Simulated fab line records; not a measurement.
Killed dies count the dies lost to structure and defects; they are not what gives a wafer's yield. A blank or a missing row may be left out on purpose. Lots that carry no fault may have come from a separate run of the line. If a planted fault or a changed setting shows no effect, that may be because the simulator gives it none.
Matching of chambers :: flow n5Finfet :: rieDiel-01 running N5_BEOL_M1_ETCH_77: 4 sister chambers
The step etches underlayer in N2/H2, target depth 6.5 nm, time 5.2 s. 8 wafers are shown with their chamber, then 6 later ones without.

== WAFERS PAIRED WITH THEIR CHAMBERS ==
wafer: L130.6
chamber: 3
showerheadPlenumPTorr (Torr): 2.62
etchRfOnTimeS (s): 5.43

wafer: L133.4
chamber: 0
showerheadPlenumPTorr (Torr): 2.55
etchRfOnTimeS (s): 5.32

wafer: L144.3
chamber: 2
showerheadPlenumPTorr (Torr): 2.61
etchRfOnTimeS (s): 5.06

wafer: L144.5
chamber: 2
showerheadPlenumPTorr (Torr): 2.61
etchRfOnTimeS (s): 5.08

wafer: L144.6
chamber: 1
showerheadPlenumPTorr (Torr): 2.63
etchRfOnTimeS (s): 5.27

wafer: L146.1
chamber: 0
showerheadPlenumPTorr (Torr): 2.54
etchRfOnTimeS (s): 5.17

wafer: L146.3
chamber: 1
showerheadPlenumPTorr (Torr): 2.62
etchRfOnTimeS (s): 5.38

wafer: L146.5
chamber: 3
showerheadPlenumPTorr (Torr): 2.61
etchRfOnTimeS (s): 5.41

== WAFERS WITH NO CHAMBER GIVEN ==
wafer: L150.2
showerheadPlenumPTorr (Torr): 2.62
etchRfOnTimeS (s): 5.39

wafer: L150.5
showerheadPlenumPTorr (Torr): 2.60
etchRfOnTimeS (s): 5.20

wafer: L150.6
showerheadPlenumPTorr (Torr): 2.62
etchRfOnTimeS (s): 5.39

wafer: L151.2
showerheadPlenumPTorr (Torr): 2.60
etchRfOnTimeS (s): 5.14

wafer: L151.3
showerheadPlenumPTorr (Torr): 2.60
etchRfOnTimeS (s): 5.41

wafer: L151.5
showerheadPlenumPTorr (Torr): 2.60
etchRfOnTimeS (s): 5.35

== WHICH CHAMBER EACH WENT THROUGH ==
wafer: L150.2
from the rows above: can't be placed: 3 or 1
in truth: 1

wafer: L150.5
from the rows above: can't be placed: 2 or 3 or 1
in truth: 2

wafer: L150.6
from the rows above: can't be placed: 3 or 1
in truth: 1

wafer: L151.2
from the rows above: 2
in truth: 2

wafer: L151.3
from the rows above: can't be placed: 3 or 1
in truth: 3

wafer: L151.5
from the rows above: can't be placed: 3 or 1 or 2
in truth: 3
1 of 6 placed correctly. Can't be placed from these rows: 5 (the true chamber is among the candidates in 5). Number placed wrongly: 0.
How it was worked out, from the rows above alone: a wafer's distance from a chamber is the root of the sum, over the readings, of the square of ((its reading less the chamber's mean) divided by the reading's scatter). The wafer belongs to the nearest chamber; if the next one is less than 2 further off, it can't be placed. Each chamber's mean is taken over the wafers shown for it. The scatter: the root of (the sum of the squares of (reading less its chamber's mean) over the shown wafers, divided by (wafers less chambers)).
